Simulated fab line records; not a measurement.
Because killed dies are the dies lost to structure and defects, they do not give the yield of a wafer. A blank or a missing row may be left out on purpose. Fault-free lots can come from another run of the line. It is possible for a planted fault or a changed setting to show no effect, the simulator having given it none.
A lot that was struck, set against a sound lot | flow nandHarc | 14 out of 1302 route steps
Sound: the wafers L210.2, L210.5, L210.6. Wafers L215.1, L215.2, L215.3 were the ones struck. The cause is given at the end.
For every step that has rows: the tool of each side, followed by ch and its chambers, followed by its first start. Under that, the readings that differ: sound wafers | struck wafers | difference of the means | sigmas: that difference in standard deviations of wafers without a fault.
alike: readings with means less than 2 such deviations apart, plus words and numbers identical on both sides. not compared: withheld readings, readings lacking a value on some wafer, bounds such as >300 that could conceal the same value, and numbers that have no deviation in the record and whose values overlap.
Wherever a step has rows on one side only, a row that says differs or no value, or a row with sigmas, the two part there. Numbers that have no deviation but don't overlap get no sigmas and don't part them. A reading that every wafer of one side lacks parts them only if that side has two wafers or more.

NHARC_A_ONON_D2_THK_MEAS_08: measures by ellipsometry.
  sound on filmMetro-01, day 16 03:01; struck on filmMetro-01, day 19 01:01
  alike: thkNm
then NHARC_A_ONON_D2_DEP_09 (target thk 1000 nm), 1 step lacking rows for these wafers.
NHARC_A_ONON_D2_THK_MEAS_11: measures by ellipsometry.
  sound on filmMetro-01, day 16 03:35; struck on filmMetro-02, day 19 01:35
  alike: thkNm
then NHARC_A_ONON_D2_DEP_12 (target thk 1000 nm), 1 step lacking rows for these wafers.
NHARC_A_ONON_D2_THK_MEAS_14: measures by ellipsometry.
  sound on filmMetro-01, day 16 04:09; struck on filmMetro-02, day 19 02:08
  alike: thkNm
then, 2 steps without rows for these wafers: NHARC_A_ONON_D2_ANNEAL_15 (time 3600 s); NHARC_A_ONON_D2_DEP_16 (target thk 1000 nm).
NHARC_A_ONON_D2_THK_MEAS_18: measures by ellipsometry.
  sound on filmMetro-01, day 16 11:31; struck on filmMetro-02, day 19 09:55
  alike: thkNm
then NHARC_A_ONON_D2_DEP_19 (target thk 1000 nm), 1 step lacking rows for these wafers.
NHARC_A_ONON_D2_THK_MEAS_21: measures by ellipsometry.
  sound on filmMetro-01, day 16 12:05; struck on filmMetro-01, day 19 10:28
reading    | sound       | struck      | difference | sigmas
thkNm (nm) | 994 996 995 | 973 973 973 | -22        | -3
then NHARC_A_ONON_D2_DEP_22 (target thk 1000 nm), 1 step lacking rows for these wafers.
NHARC_A_ONON_D2_THK_MEAS_24: measures by ellipsometry.
  sound on filmMetro-01, day 16 12:47; struck on filmMetro-01, day 19 11:02
  alike: thkNm
NHARC_A_ONON_D2_DEP_25: target thk 1000 nm.
  sound on pecvdOnon-04 ch 0, day 16 12:54; struck on pecvdOnon-04 ch 0, day 19 11:05
  alike: n2FlowSccm
NHARC_A_ONON_D2_THK_MEAS_27: measures by ellipsometry.
  sound on filmMetro-01, day 16 13:21; struck on filmMetro-01, day 19 11:47
reading    | sound       | struck      | difference | sigmas
thkNm (nm) | 997 998 997 | 939 939 940 | -58        | -6
  not compared: hold

WHERE THEY PART
First at NHARC_A_ONON_D2_THK_MEAS_21; last, within this record, at NHARC_A_ONON_D2_THK_MEAS_27.

WHY: what the simulator had put in
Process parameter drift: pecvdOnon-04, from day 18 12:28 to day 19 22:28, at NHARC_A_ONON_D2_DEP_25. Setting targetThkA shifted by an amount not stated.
